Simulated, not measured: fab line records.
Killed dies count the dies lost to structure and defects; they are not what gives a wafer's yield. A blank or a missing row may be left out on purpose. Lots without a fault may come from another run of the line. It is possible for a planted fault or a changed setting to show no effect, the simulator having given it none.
Matching of chambers -- flow n5-finfet -- N5_BEOL_M13_DEP_53 on pecvd-03 has 3 sister chambers
The step deposits SiCN from 3MS/NH3, target thk 50 nm, time 17.8 s. 6 wafers are shown with their chamber, then 11 later ones without.

== WAFERS WITH THEIR CHAMBER ==
wafer,chamber,showerhead-plenum-p-Torr (Torr),chamber-pressure-Torr (Torr)
L085.3,1,4.137,3.005
L085.6,1,4.138,3.007
L087.1,2,4.157,2.995
L087.2,0,4.137,3.007
L087.5,2,4.147,3.001
L090.4,0,4.135,3.007

== WAFERS WHOSE CHAMBER IS MISSING ==
wafer,showerhead-plenum-p-Torr (Torr),chamber-pressure-Torr (Torr)
L090.5,4.164,3.002
L090.6,4.135,2.997
L094.1,4.139,3.009
L094.2,4.133,3.001
L094.6,4.147,3.001
L093.1,4.147,3.004
L093.2,4.137,3.001
L093.6,4.143,3.016
L095.2,4.152,2.994
L095.3,4.154,2.991
L095.6,4.138,2.994

== WHICH CHAMBER EACH ONE RAN IN ==
wafer,from the rows above,in truth
L090.5,2,2
L090.6,can't be placed: 1 or 0 or 2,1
L094.1,can't be placed: 0 or 1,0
L094.2,can't be placed: 1 or 0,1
L094.6,can't be placed: 2 or 1 or 0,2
L093.1,can't be placed: 1 or 2 or 0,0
L093.2,can't be placed: 1 or 0 or 2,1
L093.6,can't be placed: 0 or 1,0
L095.2,2,2
L095.3,2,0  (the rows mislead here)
L095.6,can't be placed: 2 or 1 or 0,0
Correctly placed: 2 of 11. From these rows, 8 cannot be placed; in 8 the true chamber is one of the candidates. Wrongly placed: 1.
How it was worked out, from the rows above alone: a wafer's distance from a chamber is the root of the sum, over the readings, of the square of ((its reading less the chamber's mean) divided by the reading's scatter). The wafer belongs to the nearest chamber; if the next one is less than 2 further off, it can't be placed. The mean given for a chamber averages the wafers shown for that chamber. The scatter is the square root of a quotient: the sum, over the shown wafers, of each reading's squared deviation from its chamber's mean, divided by wafers minus chambers.
